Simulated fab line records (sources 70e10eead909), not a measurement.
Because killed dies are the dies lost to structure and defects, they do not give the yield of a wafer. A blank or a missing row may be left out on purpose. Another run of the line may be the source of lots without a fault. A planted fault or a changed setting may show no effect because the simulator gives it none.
fab line records ; flow nandHarc
record: lots: 12; wafers: 36; lastDay: 34
route steps=1302 shown P_BONDPAD@372 THIN_TSV@1259 END@1302
lots untouched by any fault: they come from a run of this same line in which no faults occurred
startH: start of the lot's first displayed wafer, in hours after the record's first day ; waitH: hours elapsed since this lot's preceding step ; " as in the row above ; L1.1+2: one row covering several wafers at once ; - no value, or no start given ; * or withheld: withheld ; < > ~ a bound
route shown NAME@n: NAME is a module with steps in the file, n the number in the route of the first one ; usual: mean/standard deviation taken from wafers without a fault ; same: alike in all rows ; chamber/n: place in a boat ; sites: each site's reading ; _std_site: the values' standard deviation ; _edge_site: outer sites' mean less inner sites' ; radiusMm: how far each site lies from the wafer's centre ; mask NAME#n: copy n ; behind: the most recent tool/chamber to have shaped the wafer ; hold: why the lot went on hold/how many hours it stayed there/how the hold came to an end ; device: the transistor (n, p or np) that didn't switch ; end of line: tests run on the same wafers once the route is complete ; a step with no rows: only its recipe ; killed: dies that structure and defects cost at the first sort, which is not the same as the wafer's yield ; map: per-die view of a wafer (x killed, . not killed, _ where there is no die)
set.NAME: the setting that was run; set.NAME@STEP: the one run at that earlier step ; model.NAME: the simulator's own value behind a step, which no gauge read
steps of the route over a sample of lots; a table a step, a row a wafer
services: the hour from which a tool's chamber was out of use, counted from the record's first day as startH (under 0 if before that day), plus the number of hours and why
== steps ==
step: NHARC_P_BONDPAD_ETCH_24
recipe: targetDepthA: 300; overEtchFrac: 0.3; timeS: 72.99; ionEnergyEv: 150; cf4FlowSccm: 50; n2FlowSccm: 100; arFlowSccm: 150; rfW: 300; biasW: 100; chemistry: CF4/N2
usual: drypumpMotorCurrentA: 5.7/0.47; oesProductAu: 1.003/0.011; rfVppV: 313.5/2; showerheadPlenumPTorr: 2.59/0.11; throttleValvePct: 19.794/0.0092
same: overEtchFrac: 0.3
lot.wafer;tool;chamber;startH;waitH;drypumpMotorCurrentA;oesProductAu;rfHoursCounterH;rfVppV;showerheadPlenumPTorr;throttleValvePct
L679.2;rieDiel-08;0;143.80;-;5.6;1.011;7.7;313.6;2.55;19.808
L679.1;rieDiel-08;1;143.80;-;5.0;1.009;8.4;315.1;2.59;19.806
L679.6;rieDiel-08;1;143.80;-;5.0;1.010;-;313.8;2.59;19.788
L681.3;rieDiel-11;3;170.80;-;6.2;1.017;2.5;312.0;2.56;19.801
L681.1;rieDiel-11;1;170.80;-;6.5;0.996;2.6;317.3;2.80;19.777
L681.6;rieDiel-11;3;170.80;-;6.2;1.013;-;311.3;2.56;19.789
L682.3;rieDiel-11;2;177.48;-;5.2;1.000;3.0;311.2;2.49;19.801
L682.4;rieDiel-11;0;177.48;-;5.7;0.998;2.9;312.3;2.56;19.799
L682.6;rieDiel-11;2;177.48;-;5.2;1.001;-;311.5;2.49;19.789
L684.3;rieDiel-09;1;193.22;-;5.8;1.010;2.4;310.3;2.45;19.788
L684.4;rieDiel-09;0;193.22;-;5.7;0.997;1.7;314.0;2.54;19.789
L684.5;rieDiel-09;2;193.22;-;5.0;0.985;-;312.0;2.56;19.791
L685.2;rieDiel-09;2;208.37;-;5.0;0.987;3.0;313.6;2.56;19.796
L685.1;rieDiel-09;1;208.37;-;5.8;1.015;3.1;310.0;2.45;19.791
L685.6;rieDiel-09;2;208.37;-;5.0;1.001;-;312.5;2.56;19.793
L686.1;rieDiel-11;1;225.03;-;6.5;0.990;3.8;317.2;2.80;19.811
L686.2;rieDiel-11;3;225.03;-;6.2;1.011;3.8;314.2;2.56;19.780
L686.6;rieDiel-11;0;225.03;-;5.7;0.991;-;312.7;2.56;19.790
L688.3;rieDiel-08;3;244.69;-;5.6;1.002;2.9;315.5;2.74;19.789
L688.2;rieDiel-08;0;244.69;-;5.6;1.016;3.0;312.3;2.55;19.798
L688.5;rieDiel-08;3;244.69;-;5.6;1.002;-;315.6;2.74;19.801
L689.2;rieDiel-08;3;255.50;-;5.7;1.001;3.6;317.3;2.74;19.792
L689.6;rieDiel-08;1;255.50;-;5.0;1.012;-;313.7;2.59;19.785
L689.5;rieDiel-08;2;255.50;-;5.5;1.005;-;313.3;2.49;19.819
L690.3;rieDiel-08;3;260.97;-;5.7;0.989;4.0;315.3;2.74;19.792
L690.4;rieDiel-08;1;260.97;-;5.0;1.016;4.5;312.9;2.59;19.788
L690.5;rieDiel-08;0;260.97;-;5.6;1.010;-;314.2;2.55;19.799
L692.2;rieDiel-08;2;276.91;0.1;5.5;1.004;5.1;312.0;2.49;19.792
L692.3;rieDiel-08;0;276.91;0.1;5.6;1.012;4.9;313.9;2.55;19.811
L692.5;rieDiel-08;0;276.91;0.1;5.6;1.012;-;313.3;2.55;19.792
L693.2;rieDiel-08;2;282.68;0.2;5.5;0.999;5.5;310.7;2.49;19.774
L693.4;rieDiel-08;0;282.68;0.2;5.6;1.014;-;312.9;2.55;19.814
L693.6;rieDiel-08;3;282.68;0.2;5.6;1.003;-;316.1;2.74;19.787
L701.1;rieDiel-11;1;369.15;0.2;6.5;0.988;2.8;317.1;2.80;19.792
L701.3;rieDiel-11;2;369.15;0.2;5.2;0.983;3.1;312.3;2.48;19.795
L701.5;rieDiel-11;2;369.15;0.2;5.2;0.999;-;311.2;2.48;19.801
step: NHARC_THIN_TSV_CD_MEAS_12
recipe: targetCdNm: 1000; landingEnergyEv: 500
usual: cdNm: 998.4/2.6
lot.wafer;tool;chamber;startH;waitH;cdNm
L679.1;cdSem-02;0;562.11;-;1000.2
L679.2;cdSem-02;0;562.11;-;997.9
L679.6;cdSem-02;0;562.11;-;1001.2
L681.1;cdSem-01;0;580.22;-;995.4
L681.3;cdSem-01;0;580.22;-;995.7
L681.6;cdSem-01;0;580.22;-;996.5
L682.3;cdSem-02;0;581.44;-;996.0
L682.4;cdSem-02;0;581.44;-;996.5
L682.6;cdSem-02;0;581.44;-;994.2
L684.3;cdSem-02;0;595.52;-;998.2
L684.4;cdSem-02;0;595.52;-;995.4
L684.5;cdSem-02;0;595.52;-;1000.7
L685.1;cdSem-03;0;632.35;-;994.8
L685.2;cdSem-03;0;632.35;-;999.0
L685.6;cdSem-03;0;632.35;-;998.1
L686.1;cdSem-01;0;633.52;-;995.7
L686.2;cdSem-01;0;633.52;-;997.5
L686.6;cdSem-01;0;633.52;-;994.2
L688.2;cdSem-03;0;657.91;-;999.6
L688.3;cdSem-03;0;657.91;-;995.8
L688.5;cdSem-03;0;657.91;-;996.9
L689.2;cdSem-02;0;659.16;-;999.5
L689.5;cdSem-02;0;659.16;-;1000.0
L689.6;cdSem-02;0;659.16;-;1000.8
L690.3;cdSem-03;0;665.21;-;995.8
L690.4;cdSem-03;0;665.21;-;1001.0
L690.5;cdSem-03;0;665.21;-;999.1
L692.2;cdSem-01;0;682.53;-;1000.6
L692.3;cdSem-01;0;682.53;-;1002.6
L692.5;cdSem-01;0;682.53;-;998.6
L693.2;cdSem-01;0;687.97;-;998.7
L693.4;cdSem-01;0;687.97;-;996.6
L693.6;cdSem-01;0;687.97;-;1002.4
L701.1;cdSem-01;0;785.51;-;999.9
L701.3;cdSem-01;0;785.51;-;996.8
L701.5;cdSem-01;0;785.51;-;997.3
step: NHARC_THIN_TSV_STRIP_45
recipe: powerW: 1500; tempC: 250; chemistry: O2
usual: drypumpMotorCurrentA: 5.6/0.4; heaterPowerW: 332/29
lot.wafer;tool;chamber;startH;waitH;drypumpMotorCurrentA;heaterPowerW;rfHoursCounterH
L679.2;plasmaAsher-02;0;563.28;0.1;5.6;317;28
L679.1;plasmaAsher-02;1;563.28;0.1;6.2;300;28
L679.6;plasmaAsher-02;0;563.28;0.1;5.6;316;-
L681.1;plasmaAsher-01;1;581.26;0.1;5.7;361;8
L681.3;plasmaAsher-01;0;581.26;0.1;5.0;379;-
L681.6;plasmaAsher-01;1;581.26;0.1;5.7;360;-
L682.4;plasmaAsher-02;1;582.59;0.2;6.1;297;-
L682.3;plasmaAsher-02;0;582.59;0.2;5.6;320;-
L682.6;plasmaAsher-02;1;582.59;0.2;6.1;297;-
L684.3;plasmaAsher-02;0;596.67;0.2;5.6;321;-
L684.4;plasmaAsher-02;1;596.67;0.2;6.2;297;-
L684.5;plasmaAsher-02;0;596.67;0.2;5.6;322;-
L685.1;plasmaAsher-02;1;633.39;0.1;6.1;305;3
L685.2;plasmaAsher-02;0;633.39;0.1;5.6;305;3
L685.6;plasmaAsher-02;1;633.39;0.1;6.2;312;-
L686.1;plasmaAsher-02;1;634.58;0.1;6.1;303;4
L686.2;plasmaAsher-02;0;634.58;0.1;5.6;299;4
L686.6;plasmaAsher-02;0;634.58;0.1;5.6;299;-
L688.2;plasmaAsher-02;0;659.01;0.1;5.6;316;9
L688.3;plasmaAsher-02;1;659.01;0.1;6.2;307;-
L688.5;plasmaAsher-02;1;659.01;0.1;6.1;303;-
L689.2;plasmaAsher-01;1;660.38;0.1;5.6;358;26
L689.6;plasmaAsher-01;1;660.38;0.1;5.6;359;-
L689.5;plasmaAsher-01;0;660.38;0.1;5.0;369;-
L690.4;plasmaAsher-01;1;666.47;0.2;5.6;363;-
L690.3;plasmaAsher-01;0;666.47;0.2;5.0;373;-
L690.5;plasmaAsher-01;0;666.47;0.2;5.0;372;-
L692.2;plasmaAsher-01;1;683.61;0.1;5.7;365;30
L692.3;plasmaAsher-01;0;683.61;0.1;5.0;363;-
L692.5;plasmaAsher-01;1;683.61;0.1;5.6;371;-
L693.2;plasmaAsher-01;0;689.04;0.1;5.0;377;31
L693.4;plasmaAsher-01;0;689.04;0.1;5.0;370;-
L693.6;plasmaAsher-01;0;689.04;0.1;5.0;373;-
L701.1;plasmaAsher-01;0;786.60;0.1;5.0;358;15
L701.3;plasmaAsher-01;1;786.60;0.1;5.6;355;-
L701.5;plasmaAsher-01;0;786.60;0.1;5.0;363;-
step: NHARC_THIN_TSV_CMP_21
recipe: tOverpolishS: 30; targetThkNm: 2000
usual: motorCurrentA: 11.9/1.4; overpolishRunS: 30.000/0.0089; padLifeWafers: 214/120; slurryFilterDpKPa: 13.48/0.14
lot.wafer;tool;chamber;startH;waitH;motorCurrentA;overpolishRunS;padLifeWafers;slurryFilterDpKPa
L679.1;cmp-01;2;566.56;-;11.6;29.985;121;13.63
L679.2;cmp-01;0;566.56;-;11.2;29.994;123;13.41
L679.6;cmp-01;1;566.56;-;11.6;29.993;-;13.72
L681.3;cmp-04;1;584.85;-;13.4;29.995;294;13.60
L681.1;cmp-04;2;584.85;-;11.0;30.000;295;13.43
L681.6;cmp-04;2;584.85;-;11.5;29.987;-;13.59
L682.4;cmp-03;0;585.81;-;10.9;30.002;122;13.33
L682.3;cmp-03;1;585.81;-;11.6;30.004;123;13.55
L682.6;cmp-03;3;585.81;-;11.5;29.994;-;13.63
L684.3;cmp-03;2;599.84;-;10.0;30.009;180;13.49
L684.4;cmp-03;0;599.84;-;10.9;30.004;182;13.60
L684.5;cmp-03;3;599.84;-;11.0;29.993;-;13.15
L685.1;cmp-01;1;636.68;-;12.0;29.997;1;13.66
L685.2;cmp-01;3;636.68;-;13.8;29.992;3;13.56
L685.6;cmp-01;1;636.68;-;11.5;29.993;-;13.54
L686.2;cmp-03;2;638.21;-;10.4;30.000;360;13.51
L686.1;cmp-03;0;638.21;-;11.0;29.997;362;13.57
L686.6;cmp-03;2;638.21;-;9.7;30.001;-;13.50
L688.2;cmp-01;2;662.43;-;11.7;29.988;91;13.50
L688.3;cmp-01;3;662.43;-;13.3;30.006;92;13.25
L688.5;cmp-01;1;662.43;-;11.5;30.004;-;13.76
L689.2;cmp-03;0;663.83;-;10.8;30.007;36;13.54
L689.6;cmp-03;0;663.83;-;10.1;30.005;-;13.42
L689.5;cmp-03;1;663.83;-;11.7;30.000;-;13.31
L690.3;cmp-03;3;669.89;-;11.8;29.998;67;13.59
L690.4;cmp-03;1;669.89;-;11.7;30.004;69;13.41
L690.5;cmp-03;3;669.89;-;11.4;29.978;-;13.52
L692.3;cmp-01;0;686.81;-;10.9;30.004;216;13.45
L692.2;cmp-01;2;686.81;-;11.7;30.000;218;13.46
L692.5;cmp-01;0;686.81;-;11.2;30.006;-;13.23
L693.2;cmp-04;2;692.33;-;10.5;29.999;390;13.16
L693.4;cmp-04;0;692.33;-;14.9;30.001;392;13.45
L693.6;cmp-04;3;692.33;-;11.8;29.988;-;13.78
L701.1;cmp-04;1;789.94;-;14.1;30.003;391;13.47
L701.3;cmp-04;2;789.94;-;10.6;30.004;392;13.49
L701.5;cmp-04;1;789.94;-;13.3;29.992;-;13.60
step: NHARC_END_SORT_01
recipe: tempC: 25
usual: defectLimitedYield: 91/3.1; killedAtArray: 57/21; killedAtOther: 0.9/1.2; killedAtPeriphery: 4.2/2.9; killedDies: 62/21; killedOpen: 3.2/1.8; killedShort: 2.4/1.5
same: grossDies: 677
lot.wafer;tool;chamber;startH;waitH;defectLimitedYield[%];killedAtArray;killedAtOther;killedAtPeriphery;killedDies;killedOpen;killedShort
L686.1;prober-02;0;647.36;2.5;94;32;2;8;42;5;2
L686.2;prober-02;0;648.15;2.8;93;40;1;6;47;1;3
L686.6;prober-02;0;651.29;3.9;93;41;0;5;46;3;1
L689.2;prober-02;0;675.28;2.8;94;35;0;6;41;2;2
L689.5;prober-02;0;677.63;3.6;95;29;0;5;34;4;3
L689.6;prober-02;0;678.42;3.9;95;32;0;3;35;2;1
L692.2;prober-02;0;698.46;2.8;88;76;0;2;78;3;2
L692.3;prober-02;0;699.26;3.1;78;66;1;81;148;1;3
L692.5;prober-02;0;700.86;3.7;78;72;0;77;149;6;3
L693.2;prober-01;0;706.24;2.8;88;70;0;9;79;1;0
L693.4;prober-01;0;707.84;3.4;75;74;1;95;170;5;2
L693.6;prober-01;0;709.44;4.0;89;69;0;4;73;2;4
killed by level:class
L686.1 A_CHANNEL_HOLE_D2:chamberFilmFlake=7 A_CONTACT:chamberFilmFlake=6 A_CHANNEL_HOLE_D1:chamberFilmFlake=4 A_STAIRCASE:chamberFilmFlake=4 A_SLIT:chamberFilmFlake=4 P_CONTACT:chamberFilmFlake=3 P_STI:chamberFilmFlake=2 THIN_TSV:chamberFilmFlake=2
L686.2 A_CHANNEL_HOLE_D2:chamberFilmFlake=14 A_CONTACT:chamberFilmFlake=5 A_STAIRCASE:chamberFilmFlake=4 A_SLIT:chamberFilmFlake=4 P_CONTACT:chamberFilmFlake=3 A_DECK1_JOINT:chamberFilmFlake=3 A_BLC:chamberFilmFlake=3 A_ONON_D1:geometricParticle:short=2
L686.6 A_CHANNEL_HOLE_D2:chamberFilmFlake=11 A_SLIT:chamberFilmFlake=7 A_CONTACT:chamberFilmFlake=6 A_STAIRCASE:chamberFilmFlake=4 A_CHANNEL_FILL_D1:chamberFilmFlake=3 A_WL_FILL:geometricParticle:open=2 P_ZERO_WELL:chamberFilmFlake=2 A_CHANNEL_HOLE_D1:chamberFilmFlake=2
L689.2 A_CHANNEL_HOLE_D2:chamberFilmFlake=21 P_GATE:chamberFilmFlake=4 A_CHANNEL_HOLE_D1:chamberFilmFlake=4 A_CHANNEL_FILL_D2:chamberFilmFlake=2 A_STAIRCASE:chamberFilmFlake=2 A_WL_FILL:chamberFilmFlake=2 A_CONTACT:chamberFilmFlake=2 P_M1:geometricParticle:open=1
L689.5 A_CHANNEL_HOLE_D2:chamberFilmFlake=8 A_CHANNEL_HOLE_D1:chamberFilmFlake=6 P_GATE:chamberFilmFlake=3 A_STAIRCASE:chamberFilmFlake=3 A_M1:geometricParticle:short=2 A_ZERO_WELL:chamberFilmFlake=2 A_CHANNEL_FILL_D2:chamberFilmFlake=2 P_CONTACT:geometricParticle:short=1
L689.6 A_CHANNEL_HOLE_D2:chamberFilmFlake=17 A_STAIRCASE:chamberFilmFlake=4 A_SLIT:chamberFilmFlake=3 P_GATE:chamberFilmFlake=2 A_WL_FILL:chamberFilmFlake=2 A_CONTACT:chamberFilmFlake=2 A_SOURCE_PLATE:geometricParticle:open=1 A_ONON_D2:geometricParticle:short=1
L692.2 A_CHANNEL_HOLE_D1:chamberFilmFlake=32 A_CHANNEL_HOLE_D2:chamberFilmFlake=19 A_SLIT:chamberFilmFlake=10 A_CONTACT:chamberFilmFlake=7 A_STAIRCASE:chamberFilmFlake=2 A_ONON_D1:geometricParticle:short=1 A_CHANNEL_HOLE_D1:geometricParticle:open=1 A_WL_FILL:geometricParticle:short=1
L692.3 P_BONDPAD:unspecified=79 A_CHANNEL_HOLE_D1:chamberFilmFlake=34 A_CHANNEL_HOLE_D2:chamberFilmFlake=17 A_CONTACT:chamberFilmFlake=7 A_STAIRCASE:chamberFilmFlake=3 P_GATE:chamberFilmFlake=2 A_ONON_D1:geometricParticle:open=1 A_ONON_D1:geometricParticle:short=1
L692.5 P_BONDPAD:unspecified=74 A_CHANNEL_HOLE_D1:chamberFilmFlake=27 A_CHANNEL_HOLE_D2:chamberFilmFlake=19 A_CONTACT:chamberFilmFlake=10 A_SLIT:chamberFilmFlake=4 A_CHANNEL_FILL_D1:geometricParticle:open=2 A_STAIRCASE:chamberFilmFlake=2 P_M2:geometricParticle:open=1
L693.2 A_CHANNEL_HOLE_D1:chamberFilmFlake=33 A_SLIT:chamberFilmFlake=28 P_CONTACT:chamberFilmFlake=7 A_CONTACT:chamberFilmFlake=5 A_DECK1_JOINT:geometricParticle:open=1 P_STI:chamberFilmFlake=1 P_GATE:chamberFilmFlake=1 A_CHANNEL_FILL_D1:chamberFilmFlake=1
L693.4 P_BONDPAD:unspecified=85 A_SLIT:chamberFilmFlake=36 A_CHANNEL_HOLE_D1:chamberFilmFlake=25 P_CONTACT:chamberFilmFlake=7 A_CONTACT:chamberFilmFlake=5 A_CHANNEL_FILL_D1:chamberFilmFlake=2 P_M0:geometricParticle:open=1 P_M0:geometricParticle:short=1
L693.6 A_CHANNEL_HOLE_D1:chamberFilmFlake=29 A_SLIT:chamberFilmFlake=28 A_CONTACT:chamberFilmFlake=6 A_SGD_CUT:geometricParticle:short=2 P_M2:geometricParticle:short=1 A_ONON_D1:geometricParticle:short=1 A_WL_FILL:geometricParticle:open=1 A_M1:geometricParticle:open=1
== services ==
tool;chamber;startH;hours;kind
rieDiel-08;0;125.06;8.9;repair
rieDiel-08;2;155.93;4.1;repair
cmp-03;-;163.44;4.0;pm
plasmaAsher-01;-;179.66;9.0;pm
rieDiel-08;-;190.90;9.0;pm
plasmaAsher-02;-;249.55;9.0;pm
rieDiel-08;1;274.06;19.3;repair
rieDiel-08;3;286.08;7.2;repair
rieDiel-08;1;295.83;5.6;repair
plasmaAsher-01;-;356.92;9.0;pm
rieDiel-08;-;367.90;9.0;pm
rieDiel-08;-;384.46;0.8;repair
rieDiel-08;0;392.94;8.6;repair
plasmaAsher-02;-;426.55;9.0;pm
rieDiel-08;3;468.15;4.8;repair
plasmaAsher-01;-;533.92;9.0;pm
rieDiel-08;-;544.90;9.0;pm
plasmaAsher-01;-;569.25;0.5;repair
plasmaAsher-02;-;603.55;9.0;pm
rieDiel-08;2;697.26;6.0;repair
plasmaAsher-01;-;710.92;9.0;pm
rieDiel-08;-;721.90;9.0;pm
plasmaAsher-02;-;742.72;0.7;repair
plasmaAsher-02;-;780.55;9.0;pm
== key ==
firstSign: step: NHARC_END_SORT_01; reading: killedAtPeriphery; direction: up; sigmas: 27; usual: 4.2; struck: 84.3
effect: step: NHARC_END_SORT_01; reading: defectLimitedYield; direction: down; sigmas: 4.5; usual: 91; struck: 77
moreKillsBornAt: NHARC_P_BONDPAD_ETCH_24@rieDiel-08: 238
metAt NHARC_P_BONDPAD_ETCH_24
struckLots L692,L693
struckWafers L692.3,L692.5,L693.4
notActingAt NHARC_THIN_TSV_CD_MEAS_12,NHARC_THIN_TSV_STRIP_45,NHARC_THIN_TSV_CMP_21
onsetBetween 260.97 276.91
fault: kind: chamberParticleSource; tool: rieDiel-08; chamber: 0; onsetH: 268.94; steps: NHARC_P_BONDPAD_ETCH_24; ratePerVisitCm2: 1.4101; endH: 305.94
